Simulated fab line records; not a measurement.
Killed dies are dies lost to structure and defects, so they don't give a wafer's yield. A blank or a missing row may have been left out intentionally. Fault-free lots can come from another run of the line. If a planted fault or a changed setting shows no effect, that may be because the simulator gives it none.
8D (eight disciplines) problem report, filled in by code -- flow n5-finfet -- the parts of the form that need people (team, actions taken, sign-off) are left out

1. THE PROBLEM
Mean of spin-speed-rpm at N5_BEOL_M1_COAT_73: 1447.0 rpm across 6 wafers in 2 lots; on wafers with no fault it is 1500.0 rpm (standard deviation 1.1). Measured from the usual mean, that is -48 standard deviations.
The step: time 60 s, resist thk 5 nm.
First seen on wafer L819.2, day 9 17:57, on litho-track-04. Wafers with a number at this step in the record: 18, from 6 lots. Rule for "out", or "out of limits": more than 4 standard deviations from the usual mean. The rest of the wafers with a number are treated as sound.

2. WHAT IT IS; WHAT IT IS NOT
question,is,is not
which readings at this step,spin-speed-rpm,resist-line-temp-C
which lots,"L819, L823","L805, L810, L825, L828"
which wafers of those lots,all that have a number,-
read on which tools,litho-track-04,"litho-track-01, litho-track-02"
when,from day 9 17:57,"up to then (6 sound wafers); but 6 sound wafers of L825, L828 came after"

3. SUSPECTS, AND WHAT RULES EACH OUT
Counting: a tool at any process step up to the reading remains a suspect when it ran all the lots that are out and ran no sound lot after the first of those.
- pecvd-01 at N5_BEOL_M0_DEP_125 (deposits SiCN from 3MS/NH3, target thk 8 nm, time 14 s): kept. All lots that are out passed through it, beginning with L819 at day 9 13:37, and no sound lot followed; its final sound lot before that point was L805 at day 6 01:52.
- litho-track-04 at N5_BEOL_M1_COAT_73 (time 60 s, resist thk 5 nm): kept. All lots that are out passed through it, beginning with L819 at day 9 17:57, and no sound lot followed; its final sound lot before that point was L810 at day 7 08:21. On those wafers its own readings are out: spin-speed-rpm.
Left after counting: pecvd-01 at N5_BEOL_M0_DEP_125, litho-track-04 at N5_BEOL_M1_COAT_73.

4. THE CAUSE (what the simulator had put in)
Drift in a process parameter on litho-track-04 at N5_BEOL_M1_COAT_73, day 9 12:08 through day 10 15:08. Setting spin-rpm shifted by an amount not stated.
2 suspects survive the count, and this tool is in that group.

5. THE CHAIN OF EFFECTS, in route order
One row per reading whose mean, taken over the struck wafers that have a number, lies over 3 standard deviations from the usual. Only readings for which the record gives a usual standard deviation are gone through. hours: the time from each lot's start at the first step in this table that gives one to its start at this step, as a median over the lots. sigmas: the change in usual standard deviations.
hours,step,reading,usual,on struck wafers,change,sigmas
0,N5_BEOL_M1_COAT_73,spin-speed-rpm,1500.0 rpm,1447.0,-53.0,-48
The process steps in it:
- N5_BEOL_M1_COAT_73: time 60 s, resist thk 5 nm.
Later measuring or inspecting steps at which every struck wafer that the step has a row for has a number for every such reading, and none has moved that far: N5_BEOL_M1_CD_MEAS_11, N5_BEOL_M1_OVL_MEAS_12, N5_BEOL_M1_INSPECT_13, N5_BEOL_M4_RC_MEAS_101.

6. HOW IT WOULD HAVE BEEN CAUGHT EARLIER
6 hours passed between the start of the fault at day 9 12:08 and the first reading out of limits in this record, taken at day 9 17:57.
